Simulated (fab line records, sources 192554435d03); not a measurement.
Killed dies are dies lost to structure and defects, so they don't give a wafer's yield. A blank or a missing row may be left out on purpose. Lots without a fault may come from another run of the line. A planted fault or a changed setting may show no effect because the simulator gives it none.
fab line records | flow n5_finfet
record lots=7 wafers=39
route steps=1938 shown DUMMY_GATE@243 SD_EPI_P@321 HKMG_FIN@403 MOL_CONTACT_COAG@551 BEOL_M4@1111
start_h: hours from the record's first day to the start of the lot's first wafer shown | wait_h: hours since the lot's step before | " the same as in the row above | L1.1+2: a row that stands for several wafers | - no value, or no start given | * or withheld: withheld | < > ~ a bound
route shown NAME@n: a module of which the file shows steps, and the number in the route of the first | usual: mean/standard deviation of fault-free wafers | same: alike in all rows | chamber/n: place in a boat | sites: the reading at each site | _std_site: their standard deviation | _edge_site: outer sites' mean less inner sites' | radius_mm: how far each site lies from the wafer's centre | mask NAME#n: copy n | behind: the tool/chamber that last shaped the wafer | hold: why the lot was held/for how many hours/how that ended | device: the transistor (n, p or np) that didn't switch | end of line: the same wafers' tests at the end of the route | a step without rows: its recipe alone | killed: dies lost to structure and defects at the first sort, not the wafer's yield | map: a wafer's dies, x killed, . not, _ none there
set.NAME: the setting as run; set.NAME@STEP: as run at that earlier step | model.NAME: the simulator's own value behind a step, which no gauge read
lots whose settings were changed on purpose; a table a step, a row a wafer
## steps
# step N5_DUMMY_GATE_ETCH_31
# recipe chemistry=C4F6/O2 target=SiO2 mask_material=SOC target_depth_a=825 time_s=27.5 ion_energy_ev=250 pressure_mtorr=30 source_w=345 bias_w=185 Ar_flow_sccm=300 C4F6_flow_sccm=10 O2_flow_sccm=10
# step N5_SD_EPI_P_EPI_21
# recipe material=SiGe:B dopant=B temp_c=550 pressure_torr=20 ambient=H2 time_s=355
# step N5_HKMG_FIN_ETCH_55
# recipe chemistry=N2/H2 target=SOC target_depth_a=2400 temp_c=40 time_s=300 ion_energy_ev=200 mask_material=SiARC pressure_mtorr=30 source_w=840 bias_w=150 n2_flow_sccm=200 h2_flow_sccm=200
# step N5_HKMG_FIN_ETCH_31
# recipe chemistry=CF4 target=SiARC target_depth_a=455 mask_material=CAR-ArF time_s=75.8 ion_energy_ev=80 pressure_mtorr=40 source_w=545 bias_w=36 Ar_flow_sccm=100 cf4_flow_sccm=100 ends=cleared
# step N5_MOL_CONTACT_COAG_SPUTTER_130
# recipe material=Co target_thk_a=475 temp_c=25 chamber_pressure_pa=0.5 power_w=3000
# step N5_BEOL_M4_RC_MEAS_101
# usual RS_SD_P=65.9/0.86
# columns lot.wafer tool chamber start_h wait_h set.target_depth_a@DUMMY_GATE_ETCH_31 set.epi_growth_time_s@SD_EPI_P_EPI_21 set.time_s@HKMG_FIN_ETCH_55 set.bias_w@HKMG_FIN_ETCH_31 set.power_w@MOL_CONTACT_COAG_SPUTTER_130 RS_SD_P[ohm/sq]
L076.1 prober-01 0 179.90 0.0 825 355 300 36 3240 64.6
L076.2 " 0 " " 825 387.1 366 36 3000 63.1
L076.3 " 0 " " 825 387.1 300 31.31 3240 62.2
L076.4 " 0 " " 825 355 300 31.31 3000 66.7
L076.5 " 0 " " 825 387.1 366 31.31 3240 62.2
L076.6 " 0 " " 825 355 366 36 3000 64.8
L082.1 prober-02 0 206.31 0.0 825 355 300 36 3000 64.6
L082.3 " 0 " " 825 355 300 36 3000 65.4
L082.5 " 0 " " 825 355 300 36 3000 64.8
L083.1 prober-01 0 212.66 0.2 871.9 342.2 233.4 41.67 3000 66.6
L083.2 " 0 " " 825 342.2 300 41.67 3000 66.7
L083.3 " 0 " " 871.9 355 233.4 36 3249 66.1
L083.4 " 0 " " 871.9 355 300 41.67 3249 64.6
L083.5 " 0 " " 825 355 233.4 36 3000 66.3
L083.6 " 0 " " 825 342.2 300 36 3249 67.0
L084.1 prober-01 0 226.31 0.0 825 382.4 300 41.35 2564 62.8
L084.2 " 0 " " 825 382.4 300 36 3000 63.1
L084.3 " 0 " " 738.7 382.4 300 36 2564 63.1
L084.4 " 0 " " 825 355 300 36 2564 66.8
L084.5 " 0 " " 738.7 355 300 41.35 3000 66.9
L084.6 " 0 " " 738.7 355 300 41.35 3000 66.7
L089.1 prober-02 0 249.03 0.0 825 355 300 36 3000 65.8
L089.2 " 0 " " 869.4 355 300 42.69 3000 64.9
L089.3 " 0 " " 869.4 343 300 42.69 3000 66.1
L089.4 " 0 " " 825 355 300 36 3484 65.9
L089.5 " 0 " " 869.4 343 300 36 3484 67.0
L089.6 " 0 " " 825 343 300 42.69 3484 67.0
L091.1 prober-02 0 268.69 0.0 772.4 333.6 228 32.09 3000 68.0
L091.2 " 0 " " 825 355 300 32.09 3000 65.0
L091.3 " 0 " " 825 333.6 300 36 3000 68.3
L091.4 " 0 " " 772.4 333.6 228 36 3000 69.2
L091.5 " 0 " " 825 355 228 36 3000 64.6
L091.6 " 0 " " 772.4 355 300 32.09 3000 64.7
L095.1 prober-02 0 284.60 0.0 750.3 319.9 300 36 3000 71.5
L095.2 " 0 " " 825 355 300 33.43 3000 66.2
L095.3 " 0 " " 750.3 355 300 33.43 3000 67.0
L095.4 " 0 " " 825 319.9 254 36 3000 72.7
L095.5 " 0 " " 750.3 319.9 254 33.43 3000 70.9
L095.6 " 0 " " 825 355 254 36 3000 66.6
## key
split step=N5_DUMMY_GATE_ETCH_31 setting=target_depth_a stated_as=825
response none clear
split step=N5_SD_EPI_P_EPI_21 setting=epi_growth_time_s stated_as=355
response step=N5_BEOL_M4_RC_MEAS_101 reading=RS_SD_P slope=-0.457 per=1% together_with=all explained=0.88
split step=N5_HKMG_FIN_ETCH_55 setting=time_s stated_as=300
response none clear
split step=N5_HKMG_FIN_ETCH_31 setting=bias_w stated_as=36
response none clear
split step=N5_MOL_CONTACT_COAG_SPUTTER_130 setting=power_w stated_as=3000
response none clear
